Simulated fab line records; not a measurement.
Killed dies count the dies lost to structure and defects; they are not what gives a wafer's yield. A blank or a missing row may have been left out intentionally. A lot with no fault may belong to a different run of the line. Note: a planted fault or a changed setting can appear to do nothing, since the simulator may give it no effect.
Matching of chambers	flow nand_harc	NHARC_P_GATE_ALD_36 on ald_sin-03: 4 sister chambers
The step deposits SiNx, target thk 20 nm, pulse time 60 s, ald cycles 223. 4 wafers are shown with their chamber, then 8 later ones without.

WAFERS WITH THEIR CHAMBER
wafer	chamber	heater_power_w (W)
L086.1	2	828
L086.3	0	833
L086.6	1	749
L090.3	3	899

WAFERS MISSING THEIR CHAMBER
wafer	heater_power_w (W)
L090.1	849
L090.6	886
L093.1	740
L093.3	852
L093.4	883
L096.2	864
L096.4	816
L096.6	717

EACH ONE'S CHAMBER
wafer	from the rows above	in truth
L090.1	can't be placed: 0 or 2 or 3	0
L090.6	can't be placed: 3 or 0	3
L093.1	1	1
L093.3	can't be placed: 0 or 2 or 3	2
L093.4	can't be placed: 3 or 0 or 2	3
L096.2	can't be placed: 0 or 3 or 2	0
L096.4	can't be placed: 2 or 0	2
L096.6	1	1
Correctly placed: 2 of 8. Unplaceable from these rows: 6, with the true chamber sitting among the candidates in 6. Number placed wrongly: 0.
How it was worked out, from the rows above alone: a wafer's distance from a chamber is the root of the sum, over the readings, of the square of ((its reading less the chamber's mean) divided by the reading's scatter). If the next closest chamber is less than 2 further off than the closest, the wafer can't be placed; otherwise it belongs to the closest. For every chamber, the mean is computed from those of its wafers that are shown. The scatter: with one shown wafer a chamber, the root of the mean of the squares of how far each hidden wafer lies from its nearest shown one.
